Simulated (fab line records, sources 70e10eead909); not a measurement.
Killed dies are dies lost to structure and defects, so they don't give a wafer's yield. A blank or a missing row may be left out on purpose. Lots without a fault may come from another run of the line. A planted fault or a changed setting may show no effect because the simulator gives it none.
fab line records | flow nand_harc
record lots=15 wafers=42 last_day=25
route steps=1159 shown A_SOURCE_PLATE@420 A_ONON_D1@428 END@1159
lots that met no fault: from a run of the same line without faults
start_h: hours from the record's first day to the start of the lot's first wafer shown | wait_h: hours since the lot's step before | " the same as in the row above | L1.1+2: a row that stands for several wafers | - no value, or no start given | * or withheld: withheld | < > ~ a bound
route shown NAME@n: a module of which the file shows steps, and the number in the route of the first | usual: mean/standard deviation of fault-free wafers | same: alike in all rows | chamber/n: place in a boat | sites: the reading at each site | _std_site: their standard deviation | _edge_site: outer sites' mean less inner sites' | radius_mm: how far each site lies from the wafer's centre | mask NAME#n: copy n | behind: the tool/chamber that last shaped the wafer | hold: why the lot was held/for how many hours/how that ended | device: the transistor (n, p or np) that didn't switch | end of line: the same wafers' tests at the end of the route | a step without rows: its recipe alone | killed: dies lost to structure and defects at the first sort, not the wafer's yield | map: a wafer's dies, x killed, . not, _ none there
set.NAME: the setting as run; set.NAME@STEP: as run at that earlier step | model.NAME: the simulator's own value behind a step, which no gauge read
steps of the route over a sample of lots; a table a step, a row a wafer
services: from which hour (start_h, from the record's first day; less than 0 if before it) a tool's chamber was out of use, for how many hours, and why
## steps
# step NHARC_A_SOURCE_PLATE_THK_MEAS_06
# recipe thk_meas_gauge=ellipsometry
# usual thk_nm=200.1/2.2
# columns lot.wafer tool chamber start_h wait_h thk_nm
L324.3 film_metro-02 - 164.33 0.4 194.9
L324.5 " - " " 196.4
L324.6 " - " " 195.1
L323.4 film_metro-01 - 164.33 0.4 196.5
L323.5 " - " " 201.0
L323.6 " - " " 201.9
L326.1 film_metro-01 - 178.75 0.4 198.8
L326.3 " - " " 199.2
L326.5 " - " " 197.4
L327.2 film_metro-02 - 178.75 0.4 196.6
L327.5 " - " " 196.6
L327.6 " - " " 193.6
L328.1 film_metro-01 - 186.35 0.4 200.6
L328.6 " - " " 201.3
L330.4 film_metro-01 - 194.01 0.4 200.3
L330.6 " - " " 199.5
L331.1 film_metro-01 - 205.98 0.4 200.0
L331.4 " - " " 200.6
L337.4 film_metro-01 - 236.54 0.4 199.7
L337.5 " - " " 200.6
L337.6 " - " " 201.7
L335.1 film_metro-01 - 236.56 0.4 198.0
L335.2 " - " " 198.4
L335.3 " - " " 199.2
L338.1 film_metro-01 - 257.07 0.4 200.1
L338.3 " - " " 200.9
L338.6 " - " " 198.7
L340.2 film_metro-02 - 257.08 0.4 200.4
L340.4 " - " " 201.5
L340.6 " - " " 201.1
L342.1 film_metro-01 - 265.43 0.4 198.3
L342.2 " - " " 201.4
L342.3 " - " " 199.3
L341.2 film_metro-02 - 265.43 0.4 198.8
L341.3 " - " " 198.9
L341.6 " - " " 199.4
L344.2 film_metro-01 - 274.94 0.4 204.0
L344.4 " - " " 205.0
L344.6 " - " " 204.3
L346.1 film_metro-02 - 292.00 0.4 200.8
L346.2 " - " " 200.5
L346.6 " - " " 202.6
# step NHARC_A_ONON_D1_DEP_06
# recipe target_thk_a=10000 n2_flow_sccm=2750 n2o_flow_sccm=2000 nh3_flow_sccm=500 sih4_flow_sccm=210 temp_c=400
# columns lot.wafer tool chamber start_h wait_h
L324.3+5+6 pecvd_onon-04 0 165.72 0.2
L323.4+5+6 pecvd_onon-02 0 165.80 0.2
L327.2+5+6 pecvd_onon-04 0 180.07 0.1
L326.1+3+5 pecvd_onon-02 0 180.28 0.2
L328.1+6 pecvd_onon-02 0 187.66 0.1
L330.4+6 pecvd_onon-02 0 195.45 0.2
L331.1+4 pecvd_onon-02 0 207.24 0.1
L337.4+5+6 pecvd_onon-01 0 238.45 0.6
L335.1+2+3 pecvd_onon-01 0 238.63 0.4
L338.1+3+6 pecvd_onon-04 0 258.92 0.5
L340.2+4+6 pecvd_onon-01 0 259.01 0.3
L342.1+2+3 pecvd_onon-02 0 266.69 0.1
L341.2+3+6 pecvd_onon-01 0 266.76 0.1
L344.2+4+6 pecvd_onon-01 0 276.48 0.1
L346.1+2+6 pecvd_onon-04 0 293.31 0.1
# step NHARC_A_ONON_D1_THK_MEAS_08
# recipe thk_meas_gauge=ellipsometry
# usual thk_nm=1001/8.6
# columns lot.wafer tool chamber start_h wait_h thk_nm
L324.3 film_metro-01 - 166.12 - 987
L324.5 " - " " 990
L324.6 " - " " 989
L323.4 film_metro-02 - 166.14 - 989
L323.5 " - " " 991
L323.6 " - " " 990
L327.2 film_metro-01 - 180.52 - 1000
L327.5 " - " " 999
L327.6 " - " " 998
L326.1 film_metro-01 - 180.79 - 991
L326.3 " - " " 992
L326.5 " - " " 991
L328.1 film_metro-02 - 188.17 - 596
L328.6 " - " " 597
L330.4 film_metro-01 - 195.79 - 1001
L330.6 " - " " 594
L331.1 film_metro-01 - 207.75 - 585
L331.4 " - " " 993
L337.4 film_metro-02 - 238.79 - 998
L337.5 " - " " 996
L337.6 " - " " 997
L335.1 film_metro-01 - 239.14 - 1003
L335.2 " - " " 1004
L335.3 " - " " 1003
L338.1 film_metro-01 - 259.43 - 1008
L338.3 " - " " 1008
L338.6 " - " " 1007
L340.2 film_metro-01 - 259.47 - 1010
L340.4 " - " " 1014
L340.6 " - " " 1013
L342.1 film_metro-02 - 267.20 - 1015
L342.2 " - " " 1013
L342.3 " - " " 1015
L341.2 film_metro-02 - 267.21 - 997
L341.3 " - " " 996
L341.6 " - " " 993
L344.2 film_metro-02 - 276.94 - 1013
L344.4 " - " " 1012
L344.6 " - " " 1013
L346.1 film_metro-02 - 293.83 - 1015
L346.2 " - " " 1015
L346.6 " - " " 1017
# step NHARC_END_SORT_01
# recipe temp_c=25
# usual killed_at_array=25/9.8 killed_at_other=0.8/1.1 killed_at_periphery=3.3/2.1 killed_dies=29/10 killed_open=3.3/1.8 killed_short=1.9/1.4
# same gross_dies=677
# columns lot.wafer tool chamber start_h wait_h killed_at_array killed_at_other killed_at_periphery killed_dies killed_open killed_short
L328.1 prober-01 0 475.70 2.5 673 2 2 677 3 2
L328.6 prober-01 0 479.74 4.0 668 4 5 677 2 2
L330.4 prober-01 0 485.93 3.4 15 0 3 18 3 0
L330.6 prober-01 0 487.52 4.0 675 1 1 677 3 4
L331.1 prober-01 0 502.11 2.5 673 0 4 677 1 0
L331.4 prober-01 0 504.49 3.4 26 0 6 32 4 1
# killed by level:class
L328.1 A_ONON_D1:area_dep=633 A_CHANNEL_HOLE_D1:chamber_film_flake=18 A_STAIRCASE:chamber_film_flake=6 A_CONTACT:chamber_film_flake=6 A_ZERO_WELL:chamber_film_flake=4 P_GATE:geometric_particle:open=1 A_ONON_D1:geometric_particle:short=1 A_CHANNEL_HOLE_D1:geometric_particle:open=1
L328.6 A_ONON_D1:area_dep=643 A_CHANNEL_HOLE_D1:chamber_film_flake=9 P_ZERO_WELL:chamber_film_flake=4 A_STAIRCASE:chamber_film_flake=4 HYBRID_BOND:chamber_film_flake=3 A_CHANNEL_FILL_D1:chamber_film_flake=2 A_SGD_CUT:chamber_film_flake=2 A_SLIT:chamber_film_flake=2
L330.4 A_CHANNEL_HOLE_D1:chamber_film_flake=8 P_ZERO_WELL:chamber_film_flake=3 A_STAIRCASE:chamber_film_flake=2 A_ONON_D1:geometric_particle:open=1 A_CONTACT:geometric_particle:open=1 A_BLC:geometric_particle:open=1 A_WL_FILL:chamber_film_flake=1 A_CONTACT:chamber_film_flake=1
L330.6 A_ONON_D1:area_dep=660 A_CHANNEL_HOLE_D1:chamber_film_flake=6 A_CONTACT:chamber_film_flake=2 P_M1:geometric_particle:short=1 A_SOURCE_PLATE:geometric_particle:short=1 A_CHANNEL_FILL_D1:geometric_particle:open=1 A_WL_FILL:geometric_particle:open=1 A_WL_FILL:geometric_particle:short=1
L331.1 A_ONON_D1:area_dep=654 A_CONTACT:chamber_film_flake=6 A_CHANNEL_FILL_D1:chamber_film_flake=5 A_CHANNEL_HOLE_D1:chamber_film_flake=4 P_STI:chamber_film_flake=3 A_STAIRCASE:chamber_film_flake=3 A_CONTACT:geometric_particle:open=1 P_GATE:chamber_film_flake=1
L331.4 A_STAIRCASE:chamber_film_flake=8 A_CONTACT:chamber_film_flake=7 P_CONTACT:chamber_film_flake=4 A_CHANNEL_HOLE_D1:chamber_film_flake=3 A_ONON_D1:geometric_particle:open=2 P_GATE:chamber_film_flake=2 A_ZERO_WELL:chamber_film_flake=2 A_SOURCE_PLATE:geometric_particle:open=1
## services
# columns tool chamber start_h hours kind
pecvd_onon-01 - 195.04 13.0 pm
pecvd_onon-04 - 237.37 13.0 pm
pecvd_onon-02 - 292.00 13.0 pm
## key
first_sign step=NHARC_A_ONON_D1_THK_MEAS_08 reading=thk_nm direction=down sigmas=47 usual=1001 struck=593
effect step=NHARC_END_SORT_01 reading=killed_at_array direction=up sigmas=66 usual=25 struck=672
more_kills_born_at NHARC_A_ONON_D1_DEP_06@pecvd_onon-02=2590
met_at NHARC_A_ONON_D1_DEP_06
struck_lots L328,L330,L331
struck_wafers L328.1,L328.6,L330.6,L331.1
later_rows_left_out L328.1,L328.6,L330.6,L331.1
tester_left_out L328,L330,L331
not_acting_at NHARC_A_SOURCE_PLATE_THK_MEAS_06
onset_between 180.28 187.66
fault kind=process_parameter_drift tool=pecvd_onon-02 chamber=- onset_h=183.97 steps=NHARC_A_ONON_D1_DEP_06 channel=target_thk_a offset=* shape=step end_h=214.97 scope=struck_wafers_only acts_in=* stated=*
# tester_left_out: of these lots the tester's yield and bins aren't shown, on N5 and GAA mostly nor the transistor test; their killed dies are dies lost to structure and defects alone, not to doping, threshold or leakage, so they don't give the yield
# later_rows_left_out: the simulator's readings of these wafers behind a module that went badly wrong aren't trusted and aren't shown, but for the sort
